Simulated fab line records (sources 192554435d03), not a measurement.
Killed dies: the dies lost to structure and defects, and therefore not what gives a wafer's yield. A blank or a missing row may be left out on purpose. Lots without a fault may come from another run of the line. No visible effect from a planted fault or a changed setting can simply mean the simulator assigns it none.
Lot-split experiment | flow n5-finfet | route with 1938 steps; 7 lots, 39 wafers read

== THE SPLIT ITSELF ==
At N5_DUMMY_GATE_ETCH_32 (etches SiO2 in CF4, target depth 3.5 nm, time 3.9 s), the setting time-s was moved away from the recipe's 3.9 s on 9 of the 39 wafers read, by -20.9% to +16.4%. For the rest of the wafers, this setting stayed at what the recipe calls for.

The reading comes from the split's own step.

== THE READING ==
etch.depth-nm (the simulator's own value, which no gauge read), in nm, at N5_DUMMY_GATE_ETCH_32 (etches SiO2 in CF4, target depth 3.5 nm, time 3.9 s). No usual value for it is given in the file. Across the 30 wafers here that went through the recipe, the average is 3.497 nm and the standard deviation 0.059 nm.

wafer  | tool, chamber at the split | time-s as run, s | against the recipe | etch.depth-nm, nm | against lot-mates on the recipe
L075.1 | rie-si-05, 0,3             | 3.9              | recipe             | 3.512             | -
L075.2 | rie-si-05, 0,3             | 3.9              | recipe             | 3.512             | -
L075.3 | rie-si-05, 1               | 3.9              | recipe             | 3.457             | -
L075.4 | rie-si-05, 2               | 3.9              | recipe             | 3.486             | -
L075.5 | rie-si-05, 3               | 3.9              | recipe             | 3.541             | -
L075.6 | rie-si-05, 0               | 3.9              | recipe             | 3.503             | -
L076.1 | rie-si-05, 1               | 3.9              | recipe             | 3.425             | -
L076.2 | rie-si-05, 0               | 3.9              | recipe             | 3.496             | -
L076.3 | rie-si-05, 3               | 3.9              | recipe             | 3.526             | -
L076.4 | rie-si-05, 2               | 3.9              | recipe             | 3.469             | -
L076.5 | rie-si-05, 2               | 3.9              | recipe             | 3.464             | -
L076.6 | rie-si-05, 3               | 3.9              | recipe             | 3.563             | -
L083.1 | rie-si-05, 1               | 3.9              | recipe             | 3.45              | -
L083.2 | rie-si-05, 3               | 3.9              | recipe             | 3.534             | -
L083.3 | rie-si-05, 0               | 3.9              | recipe             | 3.486             | -
L083.4 | rie-si-05, 2               | 3.9              | recipe             | 3.469             | -
L083.5 | rie-si-05, 3               | 3.9              | recipe             | 3.532             | -
L083.6 | rie-si-05, 0               | 3.9              | recipe             | 3.503             | -
L084.3 | rie-si-04, 3               | 3.9              | recipe             | 3.665             | -
L084.4 | rie-si-04, 1               | 3.9              | recipe             | 3.425             | -
L084.5 | rie-si-04, 1               | 3.9              | recipe             | 3.421             | -
L091.1 | rie-si-04, 3               | 3.9              | recipe             | 3.632             | -
L091.2 | rie-si-04, 0               | 3.083            | -20.9%             | 2.804             | -0.749
L091.3 | rie-si-04, 2               | 3.083            | -20.9%             | 2.822             | -0.731
L091.4 | rie-si-04, 1               | 3.083            | -20.9%             | 2.732             | -0.821
L091.5 | rie-si-04, 1               | 3.9              | recipe             | 3.445             | -
L091.6 | rie-si-04, 2               | 3.9              | recipe             | 3.581             | -
L093.1 | rie-si-05, 1               | 4.538            | +16.4%             | 4.024             | +0.526
L093.2 | rie-si-05, 3               | 3.9              | recipe             | 3.526             | -
L093.3 | rie-si-05, 2               | 3.9              | recipe             | 3.508             | -
L093.4 | rie-si-05, 3               | 4.538            | +16.4%             | 4.114             | +0.616
L093.5 | rie-si-05, 1               | 3.9              | recipe             | 3.459             | -
L093.6 | rie-si-05, 2               | 4.538            | +16.4%             | 4.068             | +0.570
L097.1 | rie-si-05, 2               | 3.9              | recipe             | 3.474             | -
L097.2 | rie-si-05, 0               | 3.9              | recipe             | 3.412             | -
L097.3 | rie-si-05, 1               | 4.359            | +11.8%             | 3.822             | +0.386
L097.4 | rie-si-05, 1               | 4.359            | +11.8%             | 3.853             | +0.417
L097.5 | rie-si-05, 2               | 4.359            | +11.8%             | 3.893             | +0.457
L097.6 | rie-si-05, 0               | 3.9              | recipe             | 3.423             | -
When a row names more than one chamber, that row covers several wafers, and the file does not tell which wafer ran in which chamber.

THE FIT
A straight line over all 39 wafers: etch.depth-nm changes by +0.0337 nm for each +1% of time-s; r = +0.98; the points scatter about the line by 0.057 nm.
The same after taking each lot's own level away (the mean of its wafers on the recipe; 39 wafers): +0.0359 nm for each +1%; r = +0.99; scatter 0.051 nm.
That fit puts the effect of the largest move of time-s on the reading at 0.75 nm.
Across the lots, their own levels run from 3.4363 to 3.5527 nm, a range of 2.0 times the standard deviation given above.
Hence the lot-to-lot level has little effect on the slope; both slopes agree.
Check: for one of the wafers moved furthest among these (-20.9%), held out of the fit, the line's prediction against its lot-mates is -0.757 nm. Against them it came out at -0.749 nm.

== ADDITIONAL SPLITS CARRIED BY THESE WAFERS ==
Note: prior to the reading, these wafers also went through further splits. Each is held against what the fit with the lots' levels taken away leaves over:
other split on the same wafers       | wafers away from the commonest value | r with etch.depth-nm (lot level and that fit taken away)
N5_WELL_APT_EPI_41 target-thk-a      | 18                                   | +0.32
N5_DUMMY_GATE_ETCH_31 target-depth-a | 15                                   | +0.03

== THE FILE'S OWN FIT ==
etch.depth-nm changes by +0.0359 nm for each +1% of time-s, r = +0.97.
